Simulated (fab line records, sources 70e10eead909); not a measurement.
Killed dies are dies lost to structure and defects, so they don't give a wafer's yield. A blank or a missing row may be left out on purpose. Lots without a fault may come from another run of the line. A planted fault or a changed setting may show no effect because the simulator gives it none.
fab line records | flow nand_harc
record lots=6 wafers=18 last_day=24
route steps=1159 shown A_ONON_D1@430 END@1159
lots that met no fault: from a run of the same line without faults
start_h: hours from the record's first day to the start of the lot's first wafer shown | wait_h: hours since the lot's step before | " the same as in the row above | L1.1+2: a row that stands for several wafers | - no value, or no start given | * or withheld: withheld | < > ~ a bound
route shown NAME@n: a module of which the file shows steps, and the number in the route of the first | usual: mean/standard deviation of fault-free wafers | same: alike in all rows | chamber/n: place in a boat | sites: the reading at each site | _std_site: their standard deviation | _edge_site: outer sites' mean less inner sites' | radius_mm: how far each site lies from the wafer's centre | mask NAME#n: copy n | behind: the tool/chamber that last shaped the wafer | hold: why the lot was held/for how many hours/how that ended | device: the transistor (n, p or np) that didn't switch | end of line: the same wafers' tests at the end of the route | a step without rows: its recipe alone | killed: dies lost to structure and defects at the first sort, not the wafer's yield | map: a wafer's dies, x killed, . not, _ none there
set.NAME: the setting as run; set.NAME@STEP: as run at that earlier step | model.NAME: the simulator's own value behind a step, which no gauge read
lots at some steps of the route; a table a step, a row a wafer
services: from which hour (start_h, from the record's first day; less than 0 if before it) a tool's chamber was out of use, for how many hours, and why
## steps
# step NHARC_A_ONON_D1_DEP_09
# recipe target_thk_a=10000 n2_flow_sccm=2750 n2o_flow_sccm=2000 nh3_flow_sccm=500 sih4_flow_sccm=210 temp_c=400
# step NHARC_A_ONON_D1_THK_MEAS_11
# recipe thk_meas_gauge=ellipsometry
# usual thk_nm=1003/11
# columns lot.wafer tool chamber start_h wait_h thk_nm
L878.1 film_metro-01 - 156.07 - 1010
L878.3 " - " " 1010
L878.6 " - " " 1009
L881.2 film_metro-02 - 182.94 - 996
L881.4 " - " " 995
L881.6 " - " " 996
L887.4 film_metro-02 - 219.06 - 983
L887.5 " - " " 983
L887.6 " - " " 985
L899.2 film_metro-02 - 283.75 - 1015
L899.5 " - " " 1016
L899.6 " - " " 1013
L897.1 film_metro-01 - 283.75 - 1016
L897.5 " - " " 1016
L897.6 " - " " 1016
L898.1 film_metro-02 - 283.77 - 1002
L898.3 " - " " 1004
L898.6 " - " " 1004
# step NHARC_A_ONON_D1_DEP_12
# recipe target_thk_a=10000 n2_flow_sccm=2750 n2o_flow_sccm=2000 nh3_flow_sccm=500 sih4_flow_sccm=210 temp_c=400
# step NHARC_A_ONON_D1_THK_MEAS_14
# recipe thk_meas_gauge=ellipsometry
# usual thk_nm=1002/11
# columns lot.wafer tool chamber start_h wait_h thk_nm
L878.1 film_metro-02 - 156.64 - 987
L878.3 " - " " 990
L878.6 " - " " 989
L881.2 film_metro-01 - 183.50 - 1010
L881.4 " - " " 1012
L881.6 " - " " 1010
L887.4 film_metro-01 - 219.63 - 1013
L887.5 " - " " 1013
L887.6 " - " " 1012
L899.2 film_metro-02 - 284.32 - 976
L899.5 " - " " 976
L899.6 " - " " 977
L897.1 film_metro-01 - 284.33 - 994
L897.5 " - " " 992
L897.6 " - " " 994
L898.1 film_metro-02 - 284.36 - 1021
L898.3 " - " " 1023
L898.6 " - " " 1023
# step NHARC_A_ONON_D1_ANNEAL_15
# recipe temp_c=750 time_s=3600
# step NHARC_A_ONON_D1_DEP_16
# recipe target_thk_a=10000 n2_flow_sccm=2750 n2o_flow_sccm=2000 nh3_flow_sccm=500 sih4_flow_sccm=210 temp_c=400
# step NHARC_A_ONON_D1_THK_MEAS_18
# recipe thk_meas_gauge=ellipsometry
# usual thk_nm=1001/9.6
# columns lot.wafer tool chamber start_h wait_h thk_nm
L878.1 film_metro-01 - 165.01 - 995
L878.3 " - " " 997
L878.6 " - " " 995
L881.2 film_metro-01 - 190.61 - 1009
L881.4 " - " " 1008
L881.6 " - " " 1007
L887.4 film_metro-02 - 226.77 - 1010
L887.5 " - " " 1011
L887.6 " - " " 1008
L897.1 film_metro-01 - 299.24 - 1004
L897.5 " - " " 1004
L897.6 " - " " 1002
L899.2 film_metro-02 - 299.26 - 1008
L899.5 " - " " 1009
L899.6 " - " " 1007
L898.1 film_metro-01 - 299.59 - 1003
L898.3 " - " " 1002
L898.6 " - " " 1003
# step NHARC_A_ONON_D1_DEP_19
# recipe target_thk_a=10000 n2_flow_sccm=2750 n2o_flow_sccm=2000 nh3_flow_sccm=500 sih4_flow_sccm=210 temp_c=400
# step NHARC_A_ONON_D1_THK_MEAS_21
# recipe thk_meas_gauge=ellipsometry
# usual thk_nm=1001/13
# columns lot.wafer tool chamber start_h wait_h thk_nm
L878.1 film_metro-01 - 165.70 - 996
L878.3 " - " " 994
L878.6 " - " " 995
L881.2 film_metro-01 - 191.17 - 969
L881.4 " - " " 968
L881.6 " - " " 970
L887.4 film_metro-01 - 227.36 - 1005
L887.5 " - " " 1005
L887.6 " - " " 1005
L897.1 film_metro-01 - 299.80 - 1022
L897.5 " - " " 1021
L897.6 " - " " 1021
L899.2 film_metro-01 - 299.95 - 1001
L899.5 " - " " 999
L899.6 " - " " 998
L898.1 film_metro-02 - 300.16 - 1005
L898.3 " - " " 1004
L898.6 " - " " 1004
# step NHARC_A_ONON_D1_DEP_22
# recipe target_thk_a=10000 n2_flow_sccm=2750 n2o_flow_sccm=2000 nh3_flow_sccm=500 sih4_flow_sccm=210 temp_c=400
# step NHARC_A_ONON_D1_THK_MEAS_24
# recipe thk_meas_gauge=ellipsometry
# usual thk_nm=1002/9
# columns lot.wafer tool chamber start_h wait_h thk_nm
L878.1 film_metro-01 - 166.27 - 993
L878.3 " - " " 995
L878.6 " - " " 994
L881.2 film_metro-02 - 191.74 - 998
L881.4 " - " " 997
L881.6 " - " " 998
L887.4 film_metro-02 - 227.92 - 1010
L887.5 " - " " 1013
L887.6 " - " " 1009
L897.1 film_metro-02 - 300.37 - 1005
L897.5 " - " " 1004
L897.6 " - " " 1006
L899.2 film_metro-01 - 300.51 - 1013
L899.5 " - " " 1010
L899.6 " - " " 1012
L898.1 film_metro-02 - 300.72 - 1006
L898.3 " - " " 1005
L898.6 " - " " 1006
# step NHARC_A_ONON_D1_DEP_25
# recipe target_thk_a=10000 n2_flow_sccm=2750 n2o_flow_sccm=2000 nh3_flow_sccm=500 sih4_flow_sccm=210 temp_c=400
# columns lot.wafer tool chamber start_h wait_h
L878.1+3+6 pecvd_onon-03 0 166.33 0.1
L881.2+4+6 pecvd_onon-02 0 191.85 0.1
L887.4+5+6 pecvd_onon-03 0 228.15 0.2
L897.1+5+6 pecvd_onon-03 0 300.42 0.1
L899.2+5+6 pecvd_onon-01 0 300.63 0.1
L898.1+3+6 pecvd_onon-03 0 300.78 0.1
# step NHARC_A_ONON_D1_THK_MEAS_27
# recipe thk_meas_gauge=ellipsometry
# usual thk_nm=1001/8.4
# columns lot.wafer tool chamber start_h wait_h thk_nm
L878.1 film_metro-02 - 166.84 - 1016
L878.3 " - " " 1016
L878.6 " - " " 1015
L881.2 film_metro-02 - 192.31 - 997
L881.4 " - " " 999
L881.6 " - " " 999
L887.4 film_metro-01 - 228.48 - 994
L887.5 " - " " 991
L887.6 " - " " 994
L897.1 film_metro-01 - 300.93 - 1001
L897.5 " - " " 780
L897.6 " - " " 1000
L899.2 film_metro-02 - 301.08 - 1014
L899.5 " - " " 1014
L899.6 " - " " 1013
L898.1 film_metro-01 - 301.29 - 999
L898.3 " - " " 778
L898.6 " - " " 998
# step NHARC_A_ONON_D1_DEP_28
# recipe target_thk_a=10000 n2_flow_sccm=2750 n2o_flow_sccm=2000 nh3_flow_sccm=500 sih4_flow_sccm=210 temp_c=400
# step NHARC_END_SORT_01
# recipe temp_c=25
# usual killed_at_array=27/10 killed_at_other=0.6/0.83 killed_at_periphery=2.4/1.8 killed_dies=30/10 killed_open=3.3/1.7 killed_short=1.8/1.4
# same gross_dies=677
# columns lot.wafer tool chamber start_h wait_h killed_at_array killed_at_other killed_at_periphery killed_dies killed_open killed_short
L887.4 prober-02 0 503.71 3.4 29 0 1 30 0 1
L897.5 prober-01 0 573.98 3.7 672 1 4 677 5 2
L898.3 prober-02 0 580.14 3.1 671 3 3 677 4 1
# killed by level:class
L887.4 A_CHANNEL_HOLE_D1:chamber_film_flake=15 A_CONTACT:chamber_film_flake=6 A_STAIRCASE:chamber_film_flake=4 A_WL_FILL:chamber_film_flake=4 P_GATE:geometric_particle:short=1
L897.5 A_ONON_D1:area_dep=653 A_CHANNEL_HOLE_D1:chamber_film_flake=7 A_CONTACT:geometric_particle:open=2 A_CONTACT:chamber_film_flake=2 A_STAIRCASE:chamber_film_flake=2 A_ONON_D1:geometric_particle:open=1 A_ONON_D1:geometric_particle:short=1 A_CHANNEL_FILL_D1:geometric_particle:short=1
L898.3 A_ONON_D1:area_dep=651 A_CHANNEL_HOLE_D1:chamber_film_flake=6 A_SLIT:chamber_film_flake=3 A_CONTACT:chamber_film_flake=3 THIN_TSV:chamber_film_flake=3 P_M2:chamber_film_flake=2 A_STAIRCASE:chamber_film_flake=2 A_SLIT:geometric_particle:open=1
# map L897.5 (x killed, . not)
____________x____________
_________xxxxxxx_________
_______xxxxxxxxxxx_______
______xxxxxxxxxxxxx______
_____xxxxxxxxxxxxxxx_____
____xxxxxxxxxxxxxxxxx____
____xxxxxxxxxxxxxxxxx____
___xxxxxxxxxxxxxxxxxxx___
___xxxxxxxxxxxxxxxxxxx___
__xxxxxxxxxxxxxxxxxxxxx__
__xxxxxxxxxxxxxxxxxxxxx__
_xxxxxxxxxxxxxxxxxxxxxxx_
_xxxxxxxxxxxxxxxxxxxxxxx_
_xxxxxxxxxxxxxxxxxxxxxxx_
_xxxxxxxxxxxxxxxxxxxxxxx_
_xxxxxxxxxxxxxxxxxxxxxxx_
xxxxxxxxxxxxxxxxxxxxxxxxx
xxxxxxxxxxxxxxxxxxxxxxxxx
xxxxxxxxxxxxxxxxxxxxxxxxx
xxxxxxxxxxxxxxxxxxxxxxxxx
xxxxxxxxxxxxxxxxxxxxxxxxx
_xxxxxxxxxxxxxxxxxxxxxxx_
_xxxxxxxxxxxxxxxxxxxxxxx_
_xxxxxxxxxxxxxxxxxxxxxxx_
_xxxxxxxxxxxxxxxxxxxxxxx_
_xxxxxxxxxxxxxxxxxxxxxxx_
__xxxxxxxxxxxxxxxxxxxxx__
__xxxxxxxxxxxxxxxxxxxxx__
___xxxxxxxxxxxxxxxxxxx___
___xxxxxxxxxxxxxxxxxxx___
____xxxxxxxxxxxxxxxxx____
____xxxxxxxxxxxxxxxxx____
_____xxxxxxxxxxxxxxx_____
______xxxxxxxxxxxxx______
_______xxxxxxxxxxx_______
_________xxxxxxx_________
____________x____________
# map L898.3 (x killed, . not)
____________x____________
_________xxxxxxx_________
_______xxxxxxxxxxx_______
______xxxxxxxxxxxxx______
_____xxxxxxxxxxxxxxx_____
____xxxxxxxxxxxxxxxxx____
____xxxxxxxxxxxxxxxxx____
___xxxxxxxxxxxxxxxxxxx___
___xxxxxxxxxxxxxxxxxxx___
__xxxxxxxxxxxxxxxxxxxxx__
__xxxxxxxxxxxxxxxxxxxxx__
_xxxxxxxxxxxxxxxxxxxxxxx_
_xxxxxxxxxxxxxxxxxxxxxxx_
_xxxxxxxxxxxxxxxxxxxxxxx_
_xxxxxxxxxxxxxxxxxxxxxxx_
_xxxxxxxxxxxxxxxxxxxxxxx_
xxxxxxxxxxxxxxxxxxxxxxxxx
xxxxxxxxxxxxxxxxxxxxxxxxx
xxxxxxxxxxxxxxxxxxxxxxxxx
xxxxxxxxxxxxxxxxxxxxxxxxx
xxxxxxxxxxxxxxxxxxxxxxxxx
_xxxxxxxxxxxxxxxxxxxxxxx_
_xxxxxxxxxxxxxxxxxxxxxxx_
_xxxxxxxxxxxxxxxxxxxxxxx_
_xxxxxxxxxxxxxxxxxxxxxxx_
_xxxxxxxxxxxxxxxxxxxxxxx_
__xxxxxxxxxxxxxxxxxxxxx__
__xxxxxxxxxxxxxxxxxxxxx__
___xxxxxxxxxxxxxxxxxxx___
___xxxxxxxxxxxxxxxxxxx___
____xxxxxxxxxxxxxxxxx____
____xxxxxxxxxxxxxxxxx____
_____xxxxxxxxxxxxxxx_____
______xxxxxxxxxxxxx______
_______xxxxxxxxxxx_______
_________xxxxxxx_________
____________x____________
## services
# columns tool chamber start_h hours kind
pecvd_onon-03 - 153.25 13.0 pm
pecvd_onon-01 - 195.12 13.0 pm
pecvd_onon-02 - 292.27 13.0 pm
## key
first_sign step=NHARC_A_ONON_D1_THK_MEAS_27 reading=thk_nm direction=down sigmas=27 usual=1001 struck=779
effect step=NHARC_END_SORT_01 reading=killed_dies direction=up sigmas=63 usual=30 struck=677
more_kills_born_at NHARC_A_ONON_D1_DEP_25@pecvd_onon-03=1304
met_at NHARC_A_ONON_D1_DEP_25
struck_wafers L897.5,L898.3
later_rows_left_out L897.5,L898.3
tester_left_out L897,L898
onset_between 228.15 300.42
fault kind=process_parameter_drift tool=pecvd_onon-03 chamber=- onset_h=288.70 steps=NHARC_A_ONON_D1_DEP_25 channel=target_thk_a offset=* shape=step end_h=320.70 scope=struck_wafers_only acts_in=* stated=*
# tester_left_out: of these lots the tester's yield and bins aren't shown, on N5 and GAA mostly nor the transistor test; their killed dies are dies lost to structure and defects alone, not to doping, threshold or leakage, so they don't give the yield
# later_rows_left_out: the simulator's readings of these wafers behind a module that went badly wrong aren't trusted and aren't shown, but for the sort
